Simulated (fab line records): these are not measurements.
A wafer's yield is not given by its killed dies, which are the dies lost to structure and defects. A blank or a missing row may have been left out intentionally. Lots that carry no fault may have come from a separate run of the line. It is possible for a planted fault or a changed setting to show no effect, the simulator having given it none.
Chamber matching    flow nand harc    rie diel-09 running NHARC_A_CONTACT_ETCH_110: 4 sister chambers
The step etches the open film in CF4/O2, target depth 50 nm, overetch 5 nm, time 27.5 s. 4 wafers are shown with their chamber, then 7 later ones without.

## WAFERS WITH THEIR CHAMBER
wafer   chamber  showerhead plenum p Torr (Torr)
L541.2  2        1.23
L541.4  0        1.26
L546.1  3        1.35
L546.4  1        1.26

## WAFERS WHOSE CHAMBER IS MISSING
wafer   showerhead plenum p Torr (Torr)
L546.6  1.26
L550.1  1.44
L550.2  1.26
L550.4  1.26
L557.1  1.26
L557.2  1.26
L557.6  1.44

## WHICH CHAMBER EACH ONE RAN IN
wafer   from the rows above                in truth
L546.6  can't be placed: 0 or 1 or 2 or 3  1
L550.1  can't be placed: 3 or 0 or 1       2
L550.2  can't be placed: 0 or 1 or 2 or 3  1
L550.4  can't be placed: 0 or 1 or 2 or 3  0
L557.1  can't be placed: 0 or 1 or 2 or 3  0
L557.2  can't be placed: 0 or 1 or 2 or 3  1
L557.6  can't be placed: 3 or 0 or 1       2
Placed correctly: 0 of 7. From these rows, 7 cannot be placed; in 5 the true chamber is one of the candidates. 0 placed wrongly.
How it was worked out, from the rows above alone: a wafer's distance from a chamber is the root of the sum, over the readings, of the square of ((its reading less the chamber's mean) divided by the reading's scatter). The wafer belongs to the nearest chamber; if the next one is less than 2 further off, it can't be placed. A chamber's mean is the mean of its shown wafers. The scatter: with one shown wafer a chamber, the root of the mean of the squares of how far each hidden wafer lies from its nearest shown one.
